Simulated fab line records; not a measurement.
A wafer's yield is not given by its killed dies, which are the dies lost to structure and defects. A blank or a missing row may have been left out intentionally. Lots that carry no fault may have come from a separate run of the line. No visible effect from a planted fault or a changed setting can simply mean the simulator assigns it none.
Chamber matching    flow n5 finfet    4 sister chambers for N5_BEOL_M8_ETCH_72 on rie diel-05
The step etches underlayer in N2/H2, target depth 6.5 nm, time 5.2 s. 14 wafers are shown with their chamber, then 7 later ones without.

== WAFERS PAIRED WITH THEIR CHAMBERS ==
wafer   chamber  drypump motor current A (A)  showerhead plenum p Torr (Torr)  throttle valve pct (%)
L076.1  0        5.3                          2.54                             17.66
L076.4  1        6.4                          2.48                             17.50
L076.6  3        5.3                          2.47                             17.66
L077.3  3        5.2                          2.47                             17.66
L077.5  1        6.5                          2.48                             17.53
L077.6  0        5.3                          2.54                             17.67
L082.2  2        5.4                          2.52                             17.51
L082.5  1        6.4                          2.47                             17.52
L082.6  0        5.2                          2.54                             17.67
L083.2  3        5.3                          2.47                             17.68
L083.3  2        5.4                          2.52                             17.51
L083.4  1        6.4                          2.47                             17.55
L091.1  0        5.2                          2.53                             17.70
L091.2  1        6.4                          2.47                             17.56

SIGNATURES (averages over the wafers above)
reading                   chamber 0  chamber 1  chamber 2  chamber 3  scatter within a chamber
drypump motor current A   5.250      6.420      5.400      5.267      0.0497
showerhead plenum p Torr  2.5375     2.4740     2.5200     2.4700     0.00442
throttle valve pct        17.6750    17.5320    17.5100    17.6667    0.0186
Rule: a wafer lies at a distance from a chamber equal to the root of the sum of squares, over the readings, of (its reading less the chamber's mean, divided by the reading's scatter). If the next closest chamber is less than 2 further off than the closest, the wafer can't be placed; otherwise it belongs to the closest. How the scatter is found: for the shown wafers, subtract from each reading the mean of its chamber, square and add these, divide the total by (wafers less chambers), then take the root.

== WAFERS MISSING THEIR CHAMBER ==
wafer   drypump motor current A (A)  showerhead plenum p Torr (Torr)  throttle valve pct (%)
L091.4  5.4                          2.51                             17.56
L090.2  6.4                          2.46                             17.54
L090.4  5.2                          2.53                             17.70
L090.5  5.2                          2.53                             17.72
L096.2  5.4                          2.51                             17.59
L096.3  5.2                          2.46                             17.73
L096.4  6.4                          2.46                             17.55

== EACH ONE'S CHAMBER ==
wafer   from the rows above  in truth
L091.4  2                    2
L090.2  1                    1
L090.4  0                    0
L090.5  0                    0
L096.2  2                    2
L096.3  3                    3
L096.4  1                    1
Placed correctly: 7 of 7. Left unplaced by these rows: 0. Placed wrongly: 0.
